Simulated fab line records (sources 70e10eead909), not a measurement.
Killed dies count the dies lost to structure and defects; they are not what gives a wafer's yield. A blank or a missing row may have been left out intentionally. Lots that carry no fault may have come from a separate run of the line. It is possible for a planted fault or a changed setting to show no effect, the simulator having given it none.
Chamber matching || flow nand-harc || NHARC_A_CHANNEL_FILL_D2_STRIP_28 on rie-diel-03: 4 sister chambers
The step strips in O2, time 20 s. 16 wafers are shown with their chamber, then 8 later ones without.

## WAFERS PAIRED WITH THEIR CHAMBERS
{"wafer": "L075.1", "chamber": 2, "showerhead-plenum-p-Torr (Torr)": 3.77, "drypump-motor-current-A (A)": 6.0, "rf-vpp-V (V)": 59.7}
{"wafer": "L075.5", "chamber": 3, "showerhead-plenum-p-Torr (Torr)": 3.41, "drypump-motor-current-A (A)": 5.1, "rf-vpp-V (V)": 55.6}
{"wafer": "L075.6", "chamber": 0, "showerhead-plenum-p-Torr (Torr)": 3.60, "drypump-motor-current-A (A)": 5.8, "rf-vpp-V (V)": 58.3}
{"wafer": "L079.1", "chamber": 2, "showerhead-plenum-p-Torr (Torr)": 3.76, "drypump-motor-current-A (A)": 5.9, "rf-vpp-V (V)": 57.9}
{"wafer": "L079.3", "chamber": 3, "showerhead-plenum-p-Torr (Torr)": 3.41, "drypump-motor-current-A (A)": 5.1, "rf-vpp-V (V)": 57.5}
{"wafer": "L079.5", "chamber": 1, "showerhead-plenum-p-Torr (Torr)": 3.39, "drypump-motor-current-A (A)": 6.5, "rf-vpp-V (V)": 57.1}
{"wafer": "L081.1", "chamber": 3, "showerhead-plenum-p-Torr (Torr)": 3.41, "drypump-motor-current-A (A)": 5.1, "rf-vpp-V (V)": 56.6}
{"wafer": "L081.3", "chamber": 1, "showerhead-plenum-p-Torr (Torr)": 3.39, "drypump-motor-current-A (A)": 6.5, "rf-vpp-V (V)": 57.3}
{"wafer": "L081.5", "chamber": 3, "showerhead-plenum-p-Torr (Torr)": 3.41, "drypump-motor-current-A (A)": 5.1, "rf-vpp-V (V)": 56.8}
{"wafer": "L084.2", "chamber": 2, "showerhead-plenum-p-Torr (Torr)": 3.76, "drypump-motor-current-A (A)": 5.9, "rf-vpp-V (V)": 58.6}
{"wafer": "L084.5", "chamber": 1, "showerhead-plenum-p-Torr (Torr)": 3.39, "drypump-motor-current-A (A)": 6.4, "rf-vpp-V (V)": 58.2}
{"wafer": "L084.6", "chamber": 0, "showerhead-plenum-p-Torr (Torr)": 3.60, "drypump-motor-current-A (A)": 5.7, "rf-vpp-V (V)": 57.5}
{"wafer": "L087.1", "chamber": 3, "showerhead-plenum-p-Torr (Torr)": 3.41, "drypump-motor-current-A (A)": 5.1, "rf-vpp-V (V)": 56.8}
{"wafer": "L087.5", "chamber": 1, "showerhead-plenum-p-Torr (Torr)": 3.39, "drypump-motor-current-A (A)": 6.5, "rf-vpp-V (V)": 56.2}
{"wafer": "L087.6", "chamber": 3, "showerhead-plenum-p-Torr (Torr)": 3.41, "drypump-motor-current-A (A)": 5.1, "rf-vpp-V (V)": 57.1}
{"wafer": "L089.1", "chamber": 2, "showerhead-plenum-p-Torr (Torr)": 3.76, "drypump-motor-current-A (A)": 6.0, "rf-vpp-V (V)": 58.3}

SIGNATURES (averages over the wafers above)
{"reading": "showerhead-plenum-p-Torr", "chamber 0": 3.6000, "chamber 1": 3.3900, "chamber 2": 3.7625, "chamber 3": 3.4100, "scatter within a chamber": 0.0025}
{"reading": "drypump-motor-current-A", "chamber 0": 5.750, "chamber 1": 6.475, "chamber 2": 5.950, "chamber 3": 5.100, "scatter within a chamber": 0.0433}
{"reading": "rf-vpp-V", "chamber 0": 57.900, "chamber 1": 57.200, "chamber 2": 58.625, "chamber 3": 56.733, "scatter within a chamber": 0.717}
Rule: a wafer lies at a distance from a chamber equal to the root of the sum of squares, over the readings, of (its reading less the chamber's mean, divided by the reading's scatter). If the next closest chamber is less than 2 further off than the closest, the wafer can't be placed; otherwise it belongs to the closest. The scatter: the root of (the sum of the squares of (reading less its chamber's mean) over the shown wafers, divided by (wafers less chambers)).

## WAFERS WITH NO CHAMBER GIVEN
{"wafer": "L089.3", "showerhead-plenum-p-Torr (Torr)": 3.60, "drypump-motor-current-A (A)": 5.8, "rf-vpp-V (V)": 57.7}
{"wafer": "L089.5", "showerhead-plenum-p-Torr (Torr)": 3.41, "drypump-motor-current-A (A)": 5.1, "rf-vpp-V (V)": 56.8}
{"wafer": "L091.1", "showerhead-plenum-p-Torr (Torr)": 3.60, "drypump-motor-current-A (A)": 5.7, "rf-vpp-V (V)": 57.5}
{"wafer": "L091.3", "showerhead-plenum-p-Torr (Torr)": 3.76, "drypump-motor-current-A (A)": 5.9, "rf-vpp-V (V)": 57.6}
{"wafer": "L091.5", "showerhead-plenum-p-Torr (Torr)": 3.60, "drypump-motor-current-A (A)": 5.7, "rf-vpp-V (V)": 58.4}
{"wafer": "L093.2", "showerhead-plenum-p-Torr (Torr)": 3.76, "drypump-motor-current-A (A)": 5.9, "rf-vpp-V (V)": 58.8}
{"wafer": "L093.5", "showerhead-plenum-p-Torr (Torr)": 3.76, "drypump-motor-current-A (A)": 5.9, "rf-vpp-V (V)": 59.0}
{"wafer": "L093.6", "showerhead-plenum-p-Torr (Torr)": 3.39, "drypump-motor-current-A (A)": 6.5, "rf-vpp-V (V)": 56.7}

## CHAMBER TAKEN BY EACH
{"wafer": "L089.3", "from the rows above": 0, "in truth": 0}
{"wafer": "L089.5", "from the rows above": 3, "in truth": 3}
{"wafer": "L091.1", "from the rows above": 0, "in truth": 0}
{"wafer": "L091.3", "from the rows above": 2, "in truth": 2}
{"wafer": "L091.5", "from the rows above": 0, "in truth": 0}
{"wafer": "L093.2", "from the rows above": 2, "in truth": 2}
{"wafer": "L093.5", "from the rows above": 2, "in truth": 2}
{"wafer": "L093.6", "from the rows above": 1, "in truth": 1}
8 of 8 placed correctly. From these rows, 0 cannot be placed. Wrongly placed: 0.
